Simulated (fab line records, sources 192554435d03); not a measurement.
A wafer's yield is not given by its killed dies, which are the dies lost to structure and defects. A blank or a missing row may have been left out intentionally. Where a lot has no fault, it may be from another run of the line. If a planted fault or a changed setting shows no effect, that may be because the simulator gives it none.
Which tool is to blame? / flow n5_finfet / 24 lots, 72 wafers sampled, at 5 steps of a route of 1938

WHAT THE GAUGES SHOWED, per wafer
N5_BEOL_M14_INSPECT_30: inspects for defects (macro).
lot=L074; measured=day 11 08:17; on=defect_inspect-01; raw_defect_count=3 3 1
lot=L075; measured=day 11 14:44; on=defect_inspect-02; raw_defect_count=2 1 3
lot=L076; measured=day 12 05:20; on=defect_inspect-02; raw_defect_count=4 1 1
lot=L080; measured=day 12 11:32; on=defect_inspect-01; raw_defect_count=1 2 3
lot=L079; measured=day 12 16:42; on=defect_inspect-01; raw_defect_count=3 3 2
lot=L077; measured=day 12 21:44; on=defect_inspect-01; raw_defect_count=4 0 3
lot=L081; measured=day 12 22:29; on=defect_inspect-02; raw_defect_count=0 2 0
lot=L078; measured=day 12 23:49; on=defect_inspect-01; raw_defect_count=2 2 0
lot=L082; measured=day 13 06:28; on=defect_inspect-01; raw_defect_count=1 2 2
lot=L083; measured=day 13 14:46; on=defect_inspect-02; raw_defect_count=1 0 1
lot=L084; measured=day 13 21:19; on=defect_inspect-02; raw_defect_count=2 0 1
lot=L085; measured=day 14 12:40; on=defect_inspect-01; raw_defect_count=0 2 2
lot=L087; measured=day 14 13:08; on=defect_inspect-02; raw_defect_count=3 1 4
lot=L089; measured=day 14 21:38; on=defect_inspect-02; raw_defect_count=0 2 2
lot=L086; measured=day 14 22:17; on=defect_inspect-02; raw_defect_count=2 2 2
lot=L091; measured=day 15 00:01; on=defect_inspect-02; raw_defect_count=1 0 3
lot=L090; measured=day 15 01:18; on=defect_inspect-02; raw_defect_count=5 1 6
lot=L088; measured=day 15 04:34; on=defect_inspect-02; raw_defect_count=1 1 3
lot=L093; measured=day 15 11:42; on=defect_inspect-02; raw_defect_count=3 5 0
lot=L094; measured=day 16 07:18; on=defect_inspect-01; raw_defect_count=1 0 0
lot=L092; measured=day 16 07:58; on=defect_inspect-01; raw_defect_count=4 1 2
lot=L096; measured=day 17 02:38; on=defect_inspect-01; raw_defect_count=2 1 3
lot=L097; measured=day 17 09:10; on=defect_inspect-02; raw_defect_count=2 3 0
lot=L095; measured=day 17 11:47; on=defect_inspect-02; raw_defect_count=1 0 2

N5_BEOL_M15_CD_MEAS_10: target cd 360 nm.
lot=L074; measured=day 11 14:22; on=cd_sem-02; cd_nm (nm)=361.5 361.2 361.4
lot=L075; measured=day 11 20:08; on=cd_sem-01; cd_nm (nm)=361.0 357.1 361.2
lot=L076; measured=day 12 09:43; on=cd_sem-02; cd_nm (nm)=360.4 359.3 358.0
lot=L080; measured=day 12 17:34; on=cd_sem-02; cd_nm (nm)=357.7 360.2 359.3
lot=L079; measured=day 13 04:36; on=cd_sem-01; cd_nm (nm)=362.3 361.3 363.6
lot=L077; measured=day 13 06:54; on=cd_sem-01; cd_nm (nm)=360.6 361.0 359.8
lot=L081; measured=day 13 14:27; on=cd_sem-02; cd_nm (nm)=358.6 358.9 361.2
lot=L078; measured=day 13 11:40; on=cd_sem-01; cd_nm (nm)=358.1 360.7 360.2
lot=L082; measured=day 13 15:42; on=cd_sem-02; cd_nm (nm)=361.2 362.1 359.9
lot=L083; measured=day 13 19:12; on=cd_sem-01; cd_nm (nm)=357.6 361.9 360.0
lot=L084; measured=day 14 02:40; on=cd_sem-02; cd_nm (nm)=360.7 361.2 360.0
lot=L085; measured=day 14 17:28; on=cd_sem-01; cd_nm (nm)=361.5 360.6 361.8
lot=L087; measured=day 14 18:24; on=cd_sem-03; cd_nm (nm)=359.8 357.9 358.8
lot=L089; measured=day 15 01:34; on=cd_sem-01; cd_nm (nm)=363.0 361.0 363.5
lot=L086; measured=day 15 03:04; on=cd_sem-01; cd_nm (nm)=360.4 362.0 362.3
lot=L091; measured=day 15 10:34; on=cd_sem-02; cd_nm (nm)=363.1 364.4 363.3
lot=L090; measured=day 15 15:31; on=cd_sem-03; cd_nm (nm)=358.1 359.7 361.4
lot=L088; measured=day 15 15:43; on=cd_sem-03; cd_nm (nm)=362.5 364.8 362.2
lot=L093; measured=day 15 16:02; on=cd_sem-03; cd_nm (nm)=362.6 362.7 361.9
lot=L094; measured=day 16 11:08; on=cd_sem-02; cd_nm (nm)=363.4 363.1 362.2
lot=L092; measured=day 16 12:01; on=cd_sem-03; cd_nm (nm)=359.0 357.5 361.4
lot=L096; measured=day 17 07:54; on=cd_sem-01; cd_nm (nm)=361.5 361.8 361.0
lot=L097; measured=day 17 12:06; on=cd_sem-02; cd_nm (nm)=361.5 360.4 358.5
lot=L095; measured=day 17 16:35; on=cd_sem-01; cd_nm (nm)=357.8 361.5 360.6

TOOL THAT RAN EACH LOT (tool first, then ch and the chambers of the sampled wafers, then the start)
lot=L074; N5_BEOL_M13_SPUTTER_45=pvd_sputter-01, day 11 05:12; N5_BEOL_M14_DESCUM_33=rie_diel-04 ch 1,2,3, day 11 08:27; N5_BEOL_M14_ETCH_67=rie_diel-04 ch 1,2,3, day 11 08:29
lot=L075; N5_BEOL_M13_SPUTTER_45=pvd_sputter-02, day 11 11:56; N5_BEOL_M14_DESCUM_33=rie_diel-06 ch 1,2,3, day 11 14:47; N5_BEOL_M14_ETCH_67=rie_diel-06 ch 1,2,3, day 11 14:50
lot=L076; N5_BEOL_M13_SPUTTER_45=pvd_sputter-01, day 12 02:33; N5_BEOL_M14_DESCUM_33=rie_diel-06 ch 1,2, day 12 05:22; N5_BEOL_M14_ETCH_67=rie_diel-06 ch 1,2, day 12 05:24
lot=L080; N5_BEOL_M13_SPUTTER_45=pvd_sputter-03, day 12 08:32; N5_BEOL_M14_DESCUM_33=rie_diel-06 ch 0,2,3, day 12 11:38; N5_BEOL_M14_ETCH_67=rie_diel-06 ch 0,2,3, day 12 11:40
lot=L079; N5_BEOL_M13_SPUTTER_45=pvd_sputter-02, day 12 13:44; N5_BEOL_M14_DESCUM_33=rie_diel-06 ch 1,2,3, day 12 16:49; N5_BEOL_M14_ETCH_67=rie_diel-06 ch 1,2,3, day 12 16:50
lot=L077; N5_BEOL_M13_SPUTTER_45=pvd_sputter-01, day 12 18:59; N5_BEOL_M14_DESCUM_33=rie_diel-06 ch 1,2, day 12 21:46; N5_BEOL_M14_ETCH_67=rie_diel-06 ch 1,2, day 12 21:47
lot=L081; N5_BEOL_M13_SPUTTER_45=pvd_sputter-02, day 12 19:47; N5_BEOL_M14_DESCUM_33=rie_diel-05 ch 0,1,3, day 12 22:31; N5_BEOL_M14_ETCH_67=rie_diel-05 ch 0,1,3, day 12 22:32
lot=L078; N5_BEOL_M13_SPUTTER_45=pvd_sputter-02, day 12 21:07; N5_BEOL_M14_DESCUM_33=rie_diel-06 ch 1,2, day 12 23:50; N5_BEOL_M14_ETCH_67=rie_diel-06 ch 1,2, day 12 23:53
lot=L082; N5_BEOL_M13_SPUTTER_45=pvd_sputter-01, day 13 03:37; N5_BEOL_M14_DESCUM_33=rie_diel-06 ch 0,2,3, day 13 06:40; N5_BEOL_M14_ETCH_67=rie_diel-06 ch 0,2,3, day 13 06:42
lot=L083; N5_BEOL_M13_SPUTTER_45=pvd_sputter-01, day 13 12:10; N5_BEOL_M14_DESCUM_33=rie_diel-06 ch 1,2,3, day 13 14:55; N5_BEOL_M14_ETCH_67=rie_diel-06 ch 1,2,3, day 13 14:56
lot=L084; N5_BEOL_M13_SPUTTER_45=pvd_sputter-02, day 13 18:43; N5_BEOL_M14_DESCUM_33=rie_diel-05 ch 1,2, day 13 21:25; N5_BEOL_M14_ETCH_67=rie_diel-05 ch 1,2, day 13 21:28
lot=L085; N5_BEOL_M13_SPUTTER_45=pvd_sputter-02, day 14 09:58; N5_BEOL_M14_DESCUM_33=rie_diel-04 ch 0,1,3, day 14 12:41; N5_BEOL_M14_ETCH_67=rie_diel-04 ch 0,1,3, day 14 12:44
lot=L087; N5_BEOL_M13_SPUTTER_45=pvd_sputter-02, day 14 10:19; N5_BEOL_M14_DESCUM_33=rie_diel-04 ch 0,1,3, day 14 13:17; N5_BEOL_M14_ETCH_67=rie_diel-04 ch 0,1,3, day 14 13:23
lot=L089; N5_BEOL_M13_SPUTTER_45=pvd_sputter-02, day 14 18:06; N5_BEOL_M14_DESCUM_33=rie_diel-05 ch 2,3, day 14 22:16; N5_BEOL_M14_ETCH_67=rie_diel-05 ch 2,3, day 14 22:19
lot=L086; N5_BEOL_M13_SPUTTER_45=pvd_sputter-02, day 14 18:32; N5_BEOL_M14_DESCUM_33=rie_diel-06 ch 0,1,2, day 14 23:07; N5_BEOL_M14_ETCH_67=rie_diel-06 ch 0,1,2, day 14 23:09
lot=L091; N5_BEOL_M13_SPUTTER_45=pvd_sputter-02, day 14 20:42; N5_BEOL_M14_DESCUM_33=rie_diel-06 ch 1,2,3, day 15 02:22; N5_BEOL_M14_ETCH_67=rie_diel-06 ch 1,2,3, day 15 02:24
lot=L090; N5_BEOL_M13_SPUTTER_45=pvd_sputter-01, day 14 21:04; N5_BEOL_M14_DESCUM_33=rie_diel-05 ch 0,3, day 15 02:59; N5_BEOL_M14_ETCH_67=rie_diel-05 ch 0,3, day 15 03:01
lot=L088; N5_BEOL_M13_SPUTTER_45=pvd_sputter-03, day 15 00:52; N5_BEOL_M14_DESCUM_33=rie_diel-06 ch 0,1, day 15 04:36; N5_BEOL_M14_ETCH_67=rie_diel-06 ch 0,1, day 15 04:38
lot=L093; N5_BEOL_M13_SPUTTER_45=pvd_sputter-02, day 15 09:14; N5_BEOL_M14_DESCUM_33=rie_diel-06 ch 1,3, day 15 11:44; N5_BEOL_M14_ETCH_67=rie_diel-06 ch 1,3, day 15 11:46
lot=L094; N5_BEOL_M13_SPUTTER_45=pvd_sputter-01, day 16 04:50; N5_BEOL_M14_DESCUM_33=rie_diel-04 ch 0,2, day 16 07:33; N5_BEOL_M14_ETCH_67=rie_diel-04 ch 0,2, day 16 07:35
lot=L092; N5_BEOL_M13_SPUTTER_45=pvd_sputter-03, day 16 05:05; N5_BEOL_M14_DESCUM_33=rie_diel-04 ch 1,2,3, day 16 09:01; N5_BEOL_M14_ETCH_67=rie_diel-04 ch 1,2,3, day 16 09:03
lot=L096; N5_BEOL_M13_SPUTTER_45=pvd_sputter-01, day 16 23:58; N5_BEOL_M14_DESCUM_33=rie_diel-04 ch 0,1, day 17 03:46; N5_BEOL_M14_ETCH_67=rie_diel-04 ch 0,1, day 17 03:49
lot=L097; N5_BEOL_M13_SPUTTER_45=pvd_sputter-02, day 17 06:40; N5_BEOL_M14_DESCUM_33=rie_diel-04 ch 0,1,2, day 17 09:11; N5_BEOL_M14_ETCH_67=rie_diel-04 ch 0,1,2, day 17 09:14
lot=L095; N5_BEOL_M13_SPUTTER_45=pvd_sputter-01, day 17 08:58; N5_BEOL_M14_DESCUM_33=rie_diel-06 ch 0,1,2, day 17 11:49; N5_BEOL_M14_ETCH_67=rie_diel-06 ch 0,1,2, day 17 11:52
- N5_BEOL_M13_SPUTTER_45: material Cu, target thk 80 nm, time 13.33 s.
- N5_BEOL_M14_DESCUM_33: chemistry O2, time 7.9 s.
- N5_BEOL_M14_ETCH_67: etches SiARC in CF4, target depth 143 nm, time 238.3 s.

AS READ BY THE TOOLS THEMSELVES (means over the sampled wafers that have a number; for cases with no such wafer, the mark the record gives instead)
N5_BEOL_M13_SPUTTER_45.
lot=L074; tool=pvd_sputter-01; susceptor_temp_C (C)=-19.95; throttle_valve_pct (%)=31.3
lot=L075; tool=pvd_sputter-02; susceptor_temp_C (C)=-20.03; throttle_valve_pct (%)=30.4
lot=L076; tool=pvd_sputter-01; susceptor_temp_C (C)=-19.88; throttle_valve_pct (%)=31.0
lot=L080; tool=pvd_sputter-03; susceptor_temp_C (C)=-19.99; throttle_valve_pct (%)=29.4
lot=L079; tool=pvd_sputter-02; susceptor_temp_C (C)=-20.06; throttle_valve_pct (%)=30.3
lot=L077; tool=pvd_sputter-01; susceptor_temp_C (C)=-20.03; throttle_valve_pct (%)=31.5
lot=L081; tool=pvd_sputter-02; susceptor_temp_C (C)=-20.01; throttle_valve_pct (%)=30.8
lot=L078; tool=pvd_sputter-02; susceptor_temp_C (C)=-20.07; throttle_valve_pct (%)=30.6
lot=L082; tool=pvd_sputter-01; susceptor_temp_C (C)=-19.93; throttle_valve_pct (%)=30.2
lot=L083; tool=pvd_sputter-01; susceptor_temp_C (C)=-20.08; throttle_valve_pct (%)=32.3
lot=L084; tool=pvd_sputter-02; susceptor_temp_C (C)=-20.07; throttle_valve_pct (%)=30.7
lot=L085; tool=pvd_sputter-02; susceptor_temp_C (C)=-20.06; throttle_valve_pct (%)=30.6
lot=L087; tool=pvd_sputter-02; susceptor_temp_C (C)=-19.96; throttle_valve_pct (%)=30.2
lot=L089; tool=pvd_sputter-02; susceptor_temp_C (C)=-20.13; throttle_valve_pct (%)=30.3
lot=L086; tool=pvd_sputter-02; susceptor_temp_C (C)=-20.07; throttle_valve_pct (%)=30.3
lot=L091; tool=pvd_sputter-02; susceptor_temp_C (C)=-19.99; throttle_valve_pct (%)=30.3
lot=L090; tool=pvd_sputter-01; susceptor_temp_C (C)=-20.08; throttle_valve_pct (%)=30.9
lot=L088; tool=pvd_sputter-03; susceptor_temp_C (C)=-19.92; throttle_valve_pct (%)=29.7
lot=L093; tool=pvd_sputter-02; susceptor_temp_C (C)=-19.95; throttle_valve_pct (%)=30.5
lot=L094; tool=pvd_sputter-01; susceptor_temp_C (C)=-19.94; throttle_valve_pct (%)=31.5
lot=L092; tool=pvd_sputter-03; susceptor_temp_C (C)=-20.05; throttle_valve_pct (%)=30.6
lot=L096; tool=pvd_sputter-01; susceptor_temp_C (C)=-20.05; throttle_valve_pct (%)=31.0
lot=L097; tool=pvd_sputter-02; susceptor_temp_C (C)=-20.01; throttle_valve_pct (%)=30.6
lot=L095; tool=pvd_sputter-01; susceptor_temp_C (C)=-20.07; throttle_valve_pct (%)=30.4

N5_BEOL_M14_DESCUM_33.
lot=L074; tool=rie_diel-04; drypump_motor_current_A (A)=5.2; oes_product_au (a.u.)=0.74; rf_vpp_V (V)=243.2; showerhead_plenum_p_Torr (Torr)=2.09; throttle_valve_pct (%)=20.67
lot=L075; tool=rie_diel-06; drypump_motor_current_A (A)=5.4; oes_product_au (a.u.)=0.82; rf_vpp_V (V)=241.6; showerhead_plenum_p_Torr (Torr)=2.03; throttle_valve_pct (%)=20.48
lot=L076; tool=rie_diel-06; drypump_motor_current_A (A)=5.6; oes_product_au (a.u.)=0.81; rf_vpp_V (V)=242.7; showerhead_plenum_p_Torr (Torr)=2.06; throttle_valve_pct (%)=20.46
lot=L080; tool=rie_diel-06; drypump_motor_current_A (A)=5.7; oes_product_au (a.u.)=0.88; rf_vpp_V (V)=243.3; showerhead_plenum_p_Torr (Torr)=2.08; throttle_valve_pct (%)=20.28
lot=L079; tool=rie_diel-06; drypump_motor_current_A (A)=5.4; oes_product_au (a.u.)=0.80; rf_vpp_V (V)=241.9; showerhead_plenum_p_Torr (Torr)=2.03; throttle_valve_pct (%)=20.49
lot=L077; tool=rie_diel-06; drypump_motor_current_A (A)=5.6; oes_product_au (a.u.)=0.80; rf_vpp_V (V)=242.4; showerhead_plenum_p_Torr (Torr)=2.06; throttle_valve_pct (%)=20.46
lot=L081; tool=rie_diel-05; drypump_motor_current_A (A)=5.8; oes_product_au (a.u.)=0.71; rf_vpp_V (V)=242.5; showerhead_plenum_p_Torr (Torr)=2.04; throttle_valve_pct (%)=20.69
lot=L078; tool=rie_diel-06; drypump_motor_current_A (A)=5.6; oes_product_au (a.u.)=0.75; rf_vpp_V (V)=242.1; showerhead_plenum_p_Torr (Torr)=1.98; throttle_valve_pct (%)=20.64
lot=L082; tool=rie_diel-06; drypump_motor_current_A (A)=5.7; oes_product_au (a.u.)=0.87; rf_vpp_V (V)=242.8; showerhead_plenum_p_Torr (Torr)=2.08; throttle_valve_pct (%)=20.28
lot=L083; tool=rie_diel-06; drypump_motor_current_A (A)=5.4; oes_product_au (a.u.)=0.80; rf_vpp_V (V)=241.6; showerhead_plenum_p_Torr (Torr)=2.03; throttle_valve_pct (%)=20.48
lot=L084; tool=rie_diel-05; drypump_motor_current_A (A)=6.2; oes_product_au (a.u.)=0.73; rf_vpp_V (V)=241.7; showerhead_plenum_p_Torr (Torr)=2.00; throttle_valve_pct (%)=20.58
lot=L085; tool=rie_diel-04; drypump_motor_current_A (A)=5.6; oes_product_au (a.u.)=0.73; rf_vpp_V (V)=242.8; showerhead_plenum_p_Torr (Torr)=2.08; throttle_valve_pct (%)=20.68
lot=L087; tool=rie_diel-04; drypump_motor_current_A (A)=5.6; oes_product_au (a.u.)=0.73; rf_vpp_V (V)=242.7; showerhead_plenum_p_Torr (Torr)=2.08; throttle_valve_pct (%)=20.69
lot=L089; tool=rie_diel-05; drypump_motor_current_A (A)=5.8; oes_product_au (a.u.)=0.72; rf_vpp_V (V)=242.7; showerhead_plenum_p_Torr (Torr)=2.07; throttle_valve_pct (%)=20.54
lot=L086; tool=rie_diel-06; drypump_motor_current_A (A)=5.9; oes_product_au (a.u.)=0.80; rf_vpp_V (V)=242.1; showerhead_plenum_p_Torr (Torr)=2.02; throttle_valve_pct (%)=20.46
lot=L091; tool=rie_diel-06; drypump_motor_current_A (A)=5.4; oes_product_au (a.u.)=0.78; rf_vpp_V (V)=241.7; showerhead_plenum_p_Torr (Torr)=2.02; throttle_valve_pct (%)=20.52
lot=L090; tool=rie_diel-05; drypump_motor_current_A (A)=5.5; oes_product_au (a.u.)=0.70; rf_vpp_V (V)=242.0; showerhead_plenum_p_Torr (Torr)=2.07; throttle_valve_pct (%)=20.71
lot=L088; tool=rie_diel-06; drypump_motor_current_A (A)=5.9; oes_product_au (a.u.)=0.76; rf_vpp_V (V)=240.6; showerhead_plenum_p_Torr (Torr)=1.95; throttle_valve_pct (%)=20.64
lot=L093; tool=rie_diel-06; drypump_motor_current_A (A)=5.3; oes_product_au (a.u.)=0.78; rf_vpp_V (V)=242.0; showerhead_plenum_p_Torr (Torr)=1.99; throttle_valve_pct (%)=20.55
lot=L094; tool=rie_diel-04; drypump_motor_current_A (A)=5.2; oes_product_au (a.u.)=0.89; rf_vpp_V (V)=244.2; showerhead_plenum_p_Torr (Torr)=2.15; throttle_valve_pct (%)=20.32
lot=L092; tool=rie_diel-04; drypump_motor_current_A (A)=5.2; oes_product_au (a.u.)=0.82; rf_vpp_V (V)=243.6; showerhead_plenum_p_Torr (Torr)=2.08; throttle_valve_pct (%)=20.58
lot=L096; tool=rie_diel-04; drypump_motor_current_A (A)=5.9; oes_product_au (a.u.)=0.75; rf_vpp_V (V)=243.5; showerhead_plenum_p_Torr (Torr)=2.12; throttle_valve_pct (%)=20.68
lot=L097; tool=rie_diel-04; drypump_motor_current_A (A)=5.6; oes_product_au (a.u.)=0.82; rf_vpp_V (V)=244.0; showerhead_plenum_p_Torr (Torr)=2.13; throttle_valve_pct (%)=20.51
lot=L095; tool=rie_diel-06; drypump_motor_current_A (A)=5.9; oes_product_au (a.u.)=0.88; rf_vpp_V (V)=243.9; showerhead_plenum_p_Torr (Torr)=2.13; throttle_valve_pct (%)=20.33

N5_BEOL_M14_ETCH_67.
lot=L074; tool=rie_diel-04; drypump_motor_current_A (A)=5.2; etch_rf_on_time_s (s)=240; oes_product_au (a.u.)=0.63; rf_vpp_V (V)=183.8; showerhead_plenum_p_Torr (Torr)=2.14; throttle_valve_pct (%)=15.83
lot=L075; tool=rie_diel-06; drypump_motor_current_A (A)=5.4; etch_rf_on_time_s (s)=231; oes_product_au (a.u.)=0.70; rf_vpp_V (V)=183.1; showerhead_plenum_p_Torr (Torr)=2.07; throttle_valve_pct (%)=15.54
lot=L076; tool=rie_diel-06; drypump_motor_current_A (A)=5.6; etch_rf_on_time_s (s)=231; oes_product_au (a.u.)=0.70; rf_vpp_V (V)=183.3; showerhead_plenum_p_Torr (Torr)=2.10; throttle_valve_pct (%)=15.55
lot=L080; tool=rie_diel-06; drypump_motor_current_A (A)=5.7; etch_rf_on_time_s (s)=238; oes_product_au (a.u.)=0.75; rf_vpp_V (V)=183.3; showerhead_plenum_p_Torr (Torr)=2.12; throttle_valve_pct (%)=15.37
lot=L079; tool=rie_diel-06; drypump_motor_current_A (A)=5.4; etch_rf_on_time_s (s)=231; oes_product_au (a.u.)=0.70; rf_vpp_V (V)=183.6; showerhead_plenum_p_Torr (Torr)=2.07; throttle_valve_pct (%)=15.57
lot=L077; tool=rie_diel-06; drypump_motor_current_A (A)=5.6; etch_rf_on_time_s (s)=231; oes_product_au (a.u.)=0.69; rf_vpp_V (V)=182.5; showerhead_plenum_p_Torr (Torr)=2.10; throttle_valve_pct (%)=15.56
lot=L081; tool=rie_diel-05; drypump_motor_current_A (A)=5.7; etch_rf_on_time_s (s)=233; oes_product_au (a.u.)=0.62; rf_vpp_V (V)=183.7; showerhead_plenum_p_Torr (Torr)=2.08; throttle_valve_pct (%)=15.88
lot=L078; tool=rie_diel-06; drypump_motor_current_A (A)=5.6; etch_rf_on_time_s (s)=232; oes_product_au (a.u.)=0.65; rf_vpp_V (V)=183.5; showerhead_plenum_p_Torr (Torr)=2.03; throttle_valve_pct (%)=15.73
lot=L082; tool=rie_diel-06; drypump_motor_current_A (A)=5.7; etch_rf_on_time_s (s)=234; oes_product_au (a.u.)=0.75; rf_vpp_V (V)=183.5; showerhead_plenum_p_Torr (Torr)=2.12; throttle_valve_pct (%)=15.38
lot=L083; tool=rie_diel-06; drypump_motor_current_A (A)=5.4; etch_rf_on_time_s (s)=229; oes_product_au (a.u.)=0.68; rf_vpp_V (V)=182.4; showerhead_plenum_p_Torr (Torr)=2.07; throttle_valve_pct (%)=15.58
lot=L084; tool=rie_diel-05; drypump_motor_current_A (A)=6.2; etch_rf_on_time_s (s)=230; oes_product_au (a.u.)=0.62; rf_vpp_V (V)=183.2; showerhead_plenum_p_Torr (Torr)=2.05; throttle_valve_pct (%)=15.88
lot=L085; tool=rie_diel-04; drypump_motor_current_A (A)=5.6; etch_rf_on_time_s (s)=234; oes_product_au (a.u.)=0.63; rf_vpp_V (V)=183.9; showerhead_plenum_p_Torr (Torr)=2.14; throttle_valve_pct (%)=15.89
lot=L087; tool=rie_diel-04; drypump_motor_current_A (A)=5.6; etch_rf_on_time_s (s)=237; oes_product_au (a.u.)=0.63; rf_vpp_V (V)=184.7; showerhead_plenum_p_Torr (Torr)=2.14; throttle_valve_pct (%)=15.90
lot=L089; tool=rie_diel-05; drypump_motor_current_A (A)=5.8; etch_rf_on_time_s (s)=231; oes_product_au (a.u.)=0.62; rf_vpp_V (V)=183.5; showerhead_plenum_p_Torr (Torr)=2.11; throttle_valve_pct (%)=15.69
lot=L086; tool=rie_diel-06; drypump_motor_current_A (A)=5.9; etch_rf_on_time_s (s)=235; oes_product_au (a.u.)=0.69; rf_vpp_V (V)=183.0; showerhead_plenum_p_Torr (Torr)=2.07; throttle_valve_pct (%)=15.57
lot=L091; tool=rie_diel-06; drypump_motor_current_A (A)=5.4; etch_rf_on_time_s (s)=232; oes_product_au (a.u.)=0.67; rf_vpp_V (V)=183.5; showerhead_plenum_p_Torr (Torr)=2.06; throttle_valve_pct (%)=15.62
lot=L090; tool=rie_diel-05; drypump_motor_current_A (A)=5.5; etch_rf_on_time_s (s)=236; oes_product_au (a.u.)=0.60; rf_vpp_V (V)=183.2; showerhead_plenum_p_Torr (Torr)=2.10; throttle_valve_pct (%)=15.82
lot=L088; tool=rie_diel-06; drypump_motor_current_A (A)=5.9; etch_rf_on_time_s (s)=237; oes_product_au (a.u.)=0.64; rf_vpp_V (V)=183.0; showerhead_plenum_p_Torr (Torr)=2.00; throttle_valve_pct (%)=15.75
lot=L093; tool=rie_diel-06; drypump_motor_current_A (A)=5.3; etch_rf_on_time_s (s)=234; oes_product_au (a.u.)=0.66; rf_vpp_V (V)=182.6; showerhead_plenum_p_Torr (Torr)=2.04; throttle_valve_pct (%)=15.62
lot=L094; tool=rie_diel-04; drypump_motor_current_A (A)=5.2; etch_rf_on_time_s (s)=235; oes_product_au (a.u.)=0.75; rf_vpp_V (V)=185.1; showerhead_plenum_p_Torr (Torr)=2.20; throttle_valve_pct (%)=15.51
lot=L092; tool=rie_diel-04; drypump_motor_current_A (A)=5.2; etch_rf_on_time_s (s)=238; oes_product_au (a.u.)=0.70; rf_vpp_V (V)=185.0; showerhead_plenum_p_Torr (Torr)=2.13; throttle_valve_pct (%)=15.73
lot=L096; tool=rie_diel-04; drypump_motor_current_A (A)=5.9; etch_rf_on_time_s (s)=237; oes_product_au (a.u.)=0.65; rf_vpp_V (V)=184.9; showerhead_plenum_p_Torr (Torr)=2.18; throttle_valve_pct (%)=15.92
lot=L097; tool=rie_diel-04; drypump_motor_current_A (A)=5.6; etch_rf_on_time_s (s)=238; oes_product_au (a.u.)=0.69; rf_vpp_V (V)=184.3; showerhead_plenum_p_Torr (Torr)=2.18; throttle_valve_pct (%)=15.71
lot=L095; tool=rie_diel-06; drypump_motor_current_A (A)=5.9; etch_rf_on_time_s (s)=235; oes_product_au (a.u.)=0.75; rf_vpp_V (V)=184.1; showerhead_plenum_p_Torr (Torr)=2.17; throttle_valve_pct (%)=15.44

THE ANSWER, worked out from the rows above alone
Rule: the usual values come from the lots themselves. The widest of any qualifying gaps counts: lots, ordered by their means at a reading, are off when they make up no more than a third of the lots, leave a main group of 4 or more, and stand apart from it by 3 or more times the standard deviation of that group's means. The tables above print the reading to a certain number of digits; a main group whose means all agree to those digits is not used. A lot without any number at a reading at which 4 lots or more have one is off too. All remaining lots with rows at the step are treated as sound. Order of review: gauges by route order, followed by the tools' own readings, for which a lot's mean as printed above is used. The first step at which some lot is off is used, and at that step the reading that is off furthest; a lot without a number counts as furthest.
Across all readings shown, no lot is off: no conclusion can be drawn from this.

WHAT WAS PUT IN BY THE SIMULATOR
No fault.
